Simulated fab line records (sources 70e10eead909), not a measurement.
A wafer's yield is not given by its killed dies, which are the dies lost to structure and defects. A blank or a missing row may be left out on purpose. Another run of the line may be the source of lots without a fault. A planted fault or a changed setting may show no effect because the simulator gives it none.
Which tool is to blame? ; flow nand harc ; 13 lots, 37 wafers sampled, at 5 steps of a route of 1302

## WHAT THE GAUGES READ, wafer by wafer
NHARC_P_M0_CD_MEAS_16. Usual: cd nm at 89.7 nm, with a standard deviation of 0.85.
lot;measured;on;cd nm (nm);flag
L409;day 5 06:48;cd sem-02;88.3 88.9 88.6;
L413;day 6 18:25;cd sem-02;90.5 90.4 88.1;
L414;day 7 00:20;cd sem-02;90.8 89.4 90.3;
L415;day 7 17:15;cd sem-03;91.0 88.4 88.1;
L417;day 8 06:46;cd sem-01;88.5;
L418;day 9 04:06;cd sem-02;90.6 89.3 90.1;
L425;day 11 20:32;cd sem-02;89.3 89.4 90.5;
L426;day 12 11:49;cd sem-02;88.3 89.0 89.1;
L427;day 12 16:56;cd sem-02;90.8 91.7 90.1;
L429;day 13 07:40;cd sem-01;90.4 89.7 90.4;
L428;day 13 08:00;cd sem-01;89.1 90.4 89.8;
L430;day 14 01:24;cd sem-02;91.0 89.8 89.0;
L431;day 14 06:42;cd sem-02;89.5 91.9 89.5;

NHARC_END_SORT_01. Usual: defect limited yield 90.1 %, standard deviation 2.5; killed at array 62, standard deviation 18; killed at other 0.9, standard deviation 1.2; killed at periphery 4.2, standard deviation 2.9; killed dies 67, standard deviation 17; killed open 3.6, standard deviation 1.9; killed short 2.5, standard deviation 1.6.
lot;measured;on;defect limited yield (%);killed at array;killed at other;killed at periphery;killed dies;killed open;killed short;flag
L417;day 27 04:15;prober-01;86.9;56;2;31;89;2;3;OFF
L418;day 27 13:37;prober-02;91.1 91.3 91.9;58 53 51;1 3 0;1 3 4;60 59 55;3 3 2;0 7 4;

## TOOL THAT RAN EACH LOT (tool first, then ch and the chambers of the sampled wafers, then the start)
lot;NHARC_P_CONTACT_ETCH_36;NHARC_P_M0_ETCH_15;NHARC_P_M0_DEGAS_28
L409;rie diel-11 ch 0,1,3, day 5 06:41 or earlier;rie diel-02 ch 0,1,3, day 5 06:41;pvd sputter-01, day 5 07:26
L413;rie diel-11 ch 0,1,2, day 6 18:18 or earlier;rie diel-02 ch 1,2,3, day 6 18:18;pvd sputter-01, day 6 19:04
L414;rie diel-11 ch 0,1, day 7 00:13 or earlier;rie diel-02 ch 0,2,3, day 7 00:13;pvd sputter-03, day 7 00:58
L415;rie diel-06 ch 0,3, day 7 17:07 or earlier;rie diel-01 ch 0,1,2, day 7 17:07;pvd sputter-01, day 7 17:55
L417;rie diel-06 ch 2, day 8 06:38 or earlier;rie diel-02 ch 1, day 8 06:38;pvd sputter-03, day 8 07:25
L418;rie diel-06 ch 0,1,3, day 9 03:58 or earlier;rie diel-07 ch 0,1, day 9 03:58;pvd sputter-02, day 9 04:44
L425;rie diel-06 ch 1,3, day 11 20:24 or earlier;rie diel-01 ch 2,3, day 11 20:24;pvd sputter-01, day 11 21:09
L426;rie diel-13 ch 2,3, day 12 11:43 or earlier;rie diel-02 ch 0,1,2, day 12 11:43;pvd sputter-02, day 12 12:27
L427;rie diel-06 ch 0,2,3, day 12 16:49 or earlier;rie diel-02 ch 0,1, day 12 16:49;pvd sputter-02, day 12 17:35
L429;rie diel-13 ch 0,2,3, day 13 07:32 or earlier;rie diel-02 ch 2,3, day 13 07:32;pvd sputter-02, day 13 08:16
L428;rie diel-11 ch 1,2,3, day 13 07:52 or earlier;rie diel-02 ch 0,1,2, day 13 07:52;pvd sputter-01, day 13 08:37
L430;rie diel-13 ch 1,2,3, day 14 01:16 or earlier;rie diel-01 ch 1,2, day 14 01:16;pvd sputter-01, day 14 02:02
L431;rie diel-11 ch 1,2,3, day 14 06:34 or earlier;rie diel-01 ch 0,2,3, day 14 06:34;pvd sputter-03, day 14 07:19
- NHARC_P_CONTACT_ETCH_36: etches the open film in N2/H2, target depth 260 nm, time 406.25 s.
- NHARC_P_M0_ETCH_15: etches the open film in C4F8/Ar, target depth 150 nm, overetch 15 nm, time 82.5 s.
- NHARC_P_M0_DEGAS_28: time 60 s.

## AS READ BY THE TOOLS THEMSELVES (means over the sampled wafers that have a number; for cases with no such wafer, the mark the record gives instead)
NHARC_P_CONTACT_ETCH_36. Usual: drypump motor current A 5.5 A, standard deviation 0.48; h2 flow sccm 150.0 sccm, standard deviation 0.45; oes product au 0.996 a.u., standard deviation 0.011; rf vpp V 429.7 V, standard deviation 2.8; showerhead plenum p Torr 2.01 Torr, standard deviation 0.096; throttle valve pct 14.171 %, standard deviation 0.0091.
lot;tool;drypump motor current A (A);h2 flow sccm (sccm);oes product au (a.u.);rf vpp V (V);showerhead plenum p Torr (Torr);throttle valve pct (%);flag
L409;rie diel-11;5.3;149.9;0.994;431.0;2.06;14.171;
L413;rie diel-11;5.3;150.1;0.987;431.0;2.06;14.171;
L414;rie diel-11;5.7;150.4;0.997;433.5;2.12;14.169;
L415;rie diel-06;5.3;150.4;1.005;427.9;1.95;14.179;
L417;rie diel-06;5.9;149.9;1.007;433.8;2.15;14.177;
L418;rie diel-06;5.5;150.0;0.998;429.5;1.98;14.178;
L425;rie diel-06;5.6;150.0;0.997;428.9;2.00;14.173;
L426;rie diel-13;5.8;150.1;0.998;431.5;2.05;14.166;
L427;rie diel-06;5.6;150.5;1.002;430.3;2.02;14.167;
L429;rie diel-13;5.7;149.8;0.992;429.5;2.00;14.174;
L428;rie diel-11;5.1;149.8;0.995;428.2;1.97;14.168;
L430;rie diel-13;5.9;149.5;0.992;429.6;1.99;14.170;
L431;rie diel-11;5.1;150.2;0.984;428.0;1.97;14.167;

NHARC_P_M0_ETCH_15. Usual: oes product au 0.958 a.u., standard deviation 0.02; rf vpp V 439.7 V, standard deviation 2.6.
lot;tool;oes product au (a.u.);rf vpp V (V);flag
L409;rie diel-02;0.973;438.1;
L413;rie diel-02;0.971;439.7;
L414;rie diel-02;0.965;439.2;
L415;rie diel-01;0.924;440.7;
L417;rie diel-02;0.958;439.6;
L418;rie diel-07;0.962;438.2;
L425;rie diel-01;0.953;444.1;
L426;rie diel-02;0.935;437.9;
L427;rie diel-02;0.973;437.9;
L429;rie diel-02;0.967;438.9;
L428;rie diel-02;0.968;437.7;
L430;rie diel-01;0.922;442.2;
L431;rie diel-01;0.927;442.6;

NHARC_P_M0_DEGAS_28. Usual: heater power w at 317 W, with a standard deviation of 34.
lot;tool;heater power w (W);flag
L409;pvd sputter-01;288;
L413;pvd sputter-01;320;
L414;pvd sputter-03;310;
L415;pvd sputter-01;344;
L417;pvd sputter-03;300;
L418;pvd sputter-02;333;
L425;pvd sputter-01;295;
L426;pvd sputter-02;320;
L427;pvd sputter-02;346;
L429;pvd sputter-02;295;
L428;pvd sputter-01;309;
L430;pvd sputter-01;303;
L431;pvd sputter-03;303;

## THE ANSWER, worked out from the rows above alone
Rule: a lot is off if the mean of its wafers that have a number lies more than 3 standard deviations from the usual mean. Also off: a lot with no number at a reading for which 4 or more lots have one. The other lots that the step has rows for count as sound. After the gauges, taken in route order, come the tools' own readings; for these a lot's mean is taken, as printed above. At the first step where some lot is off, the reading lying furthest off is the one used; lots without a number count as furthest.
Off, at NHARC_END_SORT_01 on killed at periphery: L417. Neither off nor sound, because the step has no rows for them: L409, L413, L414, L415, L425, L426, L427, L429, L428, L430, L431.
A tool fits if, at a process step before that reading, it ran every lot that is off, and no sound lot after the first of them. The gauges at NHARC_END_SORT_01 are tried like those tools. Because NHARC_P_CONTACT_ETCH_36 lacks a start for some lots, the hours and order of its lots are taken from NHARC_P_M0_ETCH_15. Can't be told from this: 3 tools fit, rie diel-02 at NHARC_P_M0_ETCH_15, pvd sputter-03 at NHARC_P_M0_DEGAS_28, prober-01 at NHARC_END_SORT_01.

## WHAT WAS PUT IN BY THE SIMULATOR
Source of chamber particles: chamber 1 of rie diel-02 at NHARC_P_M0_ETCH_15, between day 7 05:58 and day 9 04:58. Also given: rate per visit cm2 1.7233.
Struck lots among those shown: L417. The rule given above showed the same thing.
